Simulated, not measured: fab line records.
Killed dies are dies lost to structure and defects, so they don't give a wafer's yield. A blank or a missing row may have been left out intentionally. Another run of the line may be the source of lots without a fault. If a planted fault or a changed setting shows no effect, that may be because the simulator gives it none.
The tool behind it: which one? | flow n5 finfet | 30 wafers from 12 lots sampled at 4 of the route's 1938 steps

== WHAT THE GAUGES READ, wafer by wafer ==
N5_BEOL_M4_RC_MEAS_101. Usual: DIBL_N 37.7 mV/V, standard deviation 2; DIBL_P 37.7 mV/V, standard deviation 2.3; IOFF_N 0.18 nA/um, standard deviation 0.039; IOFF_P 0.23 nA/um, standard deviation 0.042; ION_N 681 uA/um, standard deviation 12; ION_P 463 uA/um, standard deviation 8; SS_N 71.9 mV/dec, standard deviation 0.68; SS_P 73.6 mV/dec, standard deviation 0.71; VT_N 248 mV, standard deviation 3.2; VT_P -249 mV, standard deviation 3.1.
lot  | measured     | on        | DIBL_N (mV/V)  | DIBL_P (mV/V)  | IOFF_N (nA/um) | IOFF_P (nA/um) | ION_N (uA/um) | ION_P (uA/um) | SS_N (mV/dec)  | SS_P (mV/dec)  | VT_N (mV)   | VT_P (mV)      | flag
L751 | day 12 01:04 | prober-02 | 42.7 36.7 42.0 | 41.4 34.8 40.6 | 0.26 0.13 0.25 | 0.31 0.18 0.30 | 704 672 707   | 480 465 482   | 73.3 71.3 72.9 | 74.6 72.9 74.4 | 244 254 245 | -245 -254 -247 |
L752 | day 12 12:42 | prober-02 | 38.0 37.4      | 37.0 37.3      | 0.19 0.16      | 0.20 0.21      | 692 681       | 462 459       | 71.4 71.2      | 73.3 73.3      | 247 249     | -252 -252      |
L753 | day 12 14:16 | prober-01 | 36.2 37.5 41.2 | 35.5 38.0 40.8 | 0.13 0.16 0.24 | 0.16 0.20 0.24 | 658 679 677   | 441 457 452   | 72.6 72.2 72.4 | 73.6 72.6 74.0 | 254 251 245 | -256 -254 -250 |
L756 | day 13 10:34 | prober-01 | 40.2 39.1 38.9 | 40.8 39.3 38.2 | 0.22 0.21 0.19 | 0.27 0.24 0.22 | 673 687 662   | 456 465 449   | 72.8 72.5 71.9 | 74.5 73.8 73.5 | 246 247 251 | -248 -248 -251 |
L757 | day 13 18:59 | prober-02 | 38.7 36.7 37.4 | 39.1 36.1 39.1 | 0.19 0.15 0.18 | 0.25 0.18 0.25 | 679 680 695   | 459 458 471   | 72.9 72.5 72.8 | 74.1 73.9 74.3 | 248 250 251 | -251 -256 -250 |
L760 | day 14 05:29 | prober-01 | 39.9 41.5      | 40.9 41.8      | 0.22 0.27      | 0.27 0.30      | 709 715       | 470 484       | 72.0 72.1      | 74.2 74.2      | 244 242     | -249 -245      |
L759 | day 14 11:25 | prober-02 | 36.3 34.2      | 37.9 35.2      | 0.19 0.16      | 0.24 0.19      | 697 689       | 472 470       | 72.3 71.6      | 73.2 73.5      | 247 247     | -248 -249      |
L761 | day 14 15:04 | prober-02 | 40.5 34.8      | 39.8 32.8      | 0.25 0.13      | 0.26 0.16      | 689 669       | 464 452       | 72.8 70.7      | 74.4 72.4      | 242 250     | -247 -253      |
L766 | day 15 12:55 | prober-02 | 37.3 38.1      | 36.6 37.9      | 0.16 0.19      | 0.23 0.25      | 680 676       | 463 459       | 72.0 72.4      | 74.3 73.7      | 252 249     | -250 -246      |
L762 | day 15 17:26 | prober-01 | 34.6 39.0      | 35.0 39.5      | 0.14 0.20      | 0.19 0.25      | 668 683       | 461 468       | 70.6 71.8      | 73.0 74.2      | 249 247     | -250 -251      |
L770 | day 17 01:52 | prober-02 | 38.5 35.3 36.5 | 36.9 35.0 36.6 | 0.20 0.15 0.15 | 0.21 0.19 0.20 | 681 682 671   | 464 464 457   | 72.8 71.3 71.7 | 73.6 73.6 73.2 | 247 248 251 | -249 -249 -249 |
L772 | day 17 18:26 | prober-02 | 36.5 33.3 36.9 | 36.5 31.9 37.3 | 0.16 0.12 0.19 | 0.26 0.17 0.26 | 662 680 686   | 460 463 475   | 71.5 70.8 72.2 | 73.6 73.0 74.0 | 250 248 248 | -245 -251 -246 |

N5_PASSIVATION_INSPECT_61: inspects for defects (macro). Usual: raw defect count 2.0, standard deviation 1.4.
lot  | measured     | on                | raw defect count | flag
L751 | day 16 10:05 | defect inspect-01 | 2 3 1            |
L752 | day 17 00:29 | defect inspect-01 | 0 5              |
L753 | day 17 00:18 | defect inspect-01 | 0 3 3            |
L756 | day 17 17:01 | defect inspect-02 | 0 1 4            |
L757 | day 17 22:28 | defect inspect-01 | 3 2 4            |
L760 | day 18 05:28 | defect inspect-01 | 1 3              |
L759 | day 18 20:33 | defect inspect-01 | 2 5              |
L761 | day 18 17:23 | defect inspect-02 | 4 2              |
L766 | day 19 11:14 | defect inspect-02 | 1 3              |
L762 | day 19 15:18 | defect inspect-01 | 1 3              |
L770 | day 21 13:34 | defect inspect-01 | 1 3 2            |
L772 | day 21 23:20 | defect inspect-02 | 0 3 3            |

== WHAT TOOL EACH LOT RAN ON (gives the tool, then ch and the chambers of the sampled wafers, and finally the start) ==
lot  | N5_BEOL_M15_SPUTTER_45       | N5_PASSIVATION_PECVD_01
L751 | pvd sputter-02, day 15 23:27 | pecvd-02 ch 0,1, day 16 08:31
L752 | pvd sputter-02, day 16 15:00 | pecvd-02 ch 0,2, day 16 21:35
L753 | pvd sputter-03, day 16 15:27 | pecvd-04 ch 0,2, day 16 22:41
L756 | pvd sputter-01, day 17 06:54 | pecvd-02 ch 0,2, day 17 14:53
L757 | pvd sputter-02, day 17 14:53 | pecvd-04 ch 1,2, day 17 21:07
L760 | pvd sputter-02, day 17 18:35 | pecvd-01 ch 1,2, day 18 01:46
L759 | pvd sputter-02, day 18 10:01 | pecvd-04 ch 1,2, day 18 16:48
L761 | pvd sputter-02, day 18 10:26 | pecvd-02 ch 0,2, day 18 16:49
L766 | pvd sputter-01, day 19 00:34 | pecvd-04 ch 0,1, day 19 08:49
L762 | pvd sputter-02, day 19 06:27 | pecvd-04 ch 0,1, day 19 14:13
L770 | pvd sputter-03, day 21 02:25 | pecvd-04 ch 0,1,2, day 21 12:01
L772 | pvd sputter-03, day 21 16:17 | pecvd-01 ch 1,2, day 21 22:45
- N5_BEOL_M15_SPUTTER_45: material Cu, target thk 100 nm, time 16.67 s.
- N5_PASSIVATION_PECVD_01: deposits SiNx from SiH4/NH3/N2, target thk 200 nm, time 43.2 s.

== WHAT THE TOOLS THEMSELVES READ (means of the sampled wafers that have a number; where no wafer has one, the mark that the record gives instead) ==
N5_BEOL_M15_SPUTTER_45. Usual: cathode dc power W 26000 W, standard deviation 4.6; throttle valve pct 30.1 %, standard deviation 1.1.
lot  | tool           | cathode dc power W (W) | throttle valve pct (%) | flag
L751 | pvd sputter-02 | 26000                  | 30.2                   |
L752 | pvd sputter-02 | 25998                  | 29.8                   |
L753 | pvd sputter-03 | 26003                  | 30.8                   |
L756 | pvd sputter-01 | 25994                  | 30.9                   |
L757 | pvd sputter-02 | 26001                  | 30.6                   |
L760 | pvd sputter-02 | 26004                  | 29.5                   |
L759 | pvd sputter-02 | 25996                  | 30.7                   |
L761 | pvd sputter-02 | 26002                  | 30.3                   |
L766 | pvd sputter-01 | 25998                  | 28.8                   |
L762 | pvd sputter-02 | 26003                  | 29.9                   |
L770 | pvd sputter-03 | 26003                  | 29.1                   |
L772 | pvd sputter-03 | 26002                  | 30.1                   |

N5_PASSIVATION_PECVD_01. Usual: heater power w 434 W, standard deviation 120; showerhead plenum p Torr 8.67 Torr, standard deviation 0.074; throttle valve pct 29.3 %, standard deviation 1.2.
lot  | tool     | heater power w (W) | showerhead plenum p Torr (Torr) | throttle valve pct (%) | flag
L751 | pecvd-02 | 364                | 8.64                            | 30.1                   |
L752 | pecvd-02 | 388                | 8.71                            | 29.5                   |
L753 | pecvd-04 | 582                | 8.68                            | 28.3                   |
L756 | pecvd-02 | 405                | 8.69                            | 29.6                   |
L757 | pecvd-04 | 517                | 8.65                            | 29.0                   |
L760 | pecvd-01 | 322                | 8.78                            | 27.6                   |
L759 | pecvd-04 | 502                | 8.63                            | 29.4                   |
L761 | pecvd-02 | 290                | 8.71                            | 29.5                   |
L766 | pecvd-04 | 568                | 8.57                            | 30.3                   |
L762 | pecvd-04 | 561                | 8.57                            | 30.5                   |
L770 | pecvd-04 | 536                | 8.62                            | 29.4                   |
L772 | pecvd-01 | 366                | 8.76                            | 27.7                   |

== THE ANSWER, worked out from the rows above alone ==
Rule: a lot is off if the mean of its wafers that have a number lies more than 3 standard deviations from the usual mean. A lot without any number at a reading at which 4 lots or more have one is off too. Where the step has rows for the other lots, those lots are counted as sound. First the gauges in route order, then the tools' own readings, where a lot's mean is used as printed above. At the first step where some lot is off, the reading lying furthest off is the one used; lots without a number count as furthest.
Nothing can be told from this: no lot is off at any reading shown.

== WHAT THE SIMULATOR HAD INSERTED ==
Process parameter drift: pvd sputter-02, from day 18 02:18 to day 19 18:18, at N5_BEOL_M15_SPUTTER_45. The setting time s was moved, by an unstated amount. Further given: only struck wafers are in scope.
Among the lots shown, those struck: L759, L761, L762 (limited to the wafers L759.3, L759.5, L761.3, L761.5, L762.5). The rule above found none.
